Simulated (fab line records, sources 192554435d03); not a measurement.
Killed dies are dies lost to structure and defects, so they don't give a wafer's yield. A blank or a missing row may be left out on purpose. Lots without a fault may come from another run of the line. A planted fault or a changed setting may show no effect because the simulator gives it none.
Chamber matching | flow n5_finfet | N5_FIN_SAQP_HM_DEP_72 on pecvd-03: 3 sister chambers
The step deposits SiO2 from SiH4/N2O, target thk 12 nm, time 7.2 s. 3 wafers are shown with their chamber, then 10 later ones without.

WAFERS WITH THEIR CHAMBER
wafer  | chamber | showerhead_plenum_p_Torr (Torr)
L088.2 | 0       | 7.98
L088.4 | 1       | 8.30
L089.4 | 2       | 8.06

WAFERS WITHOUT THEIR CHAMBER
wafer  | showerhead_plenum_p_Torr (Torr)
L089.5 | 7.96
L090.1 | 8.08
L090.4 | 8.29
L090.5 | 7.97
L091.2 | 8.07
L091.3 | 7.97
L091.5 | 7.96
L094.2 | 8.30
L094.4 | 8.04
L094.5 | 7.99

WHICH CHAMBER EACH WENT THROUGH
wafer  | from the rows above | in truth
L089.5 | 0                   | 0
L090.1 | 2                   | 2
L090.4 | 1                   | 1
L090.5 | 0                   | 0
L091.2 | 2                   | 2
L091.3 | 0                   | 0
L091.5 | 0                   | 0
L094.2 | 1                   | 1
L094.4 | 2                   | 2
L094.5 | 0                   | 0
Placed correctly: 10 of 10. Can't be placed from these rows: 0. Placed wrongly: 0.
How it was worked out, from the rows above alone: a wafer's distance from a chamber is the root of the sum, over the readings, of the square of ((its reading less the chamber's mean) divided by the reading's scatter). The wafer belongs to the nearest chamber; if the next one is less than 2 further off, it can't be placed. A chamber's mean is the mean of its shown wafers. The scatter: with one shown wafer a chamber, the root of the mean of the squares of how far each hidden wafer lies from its nearest shown one.
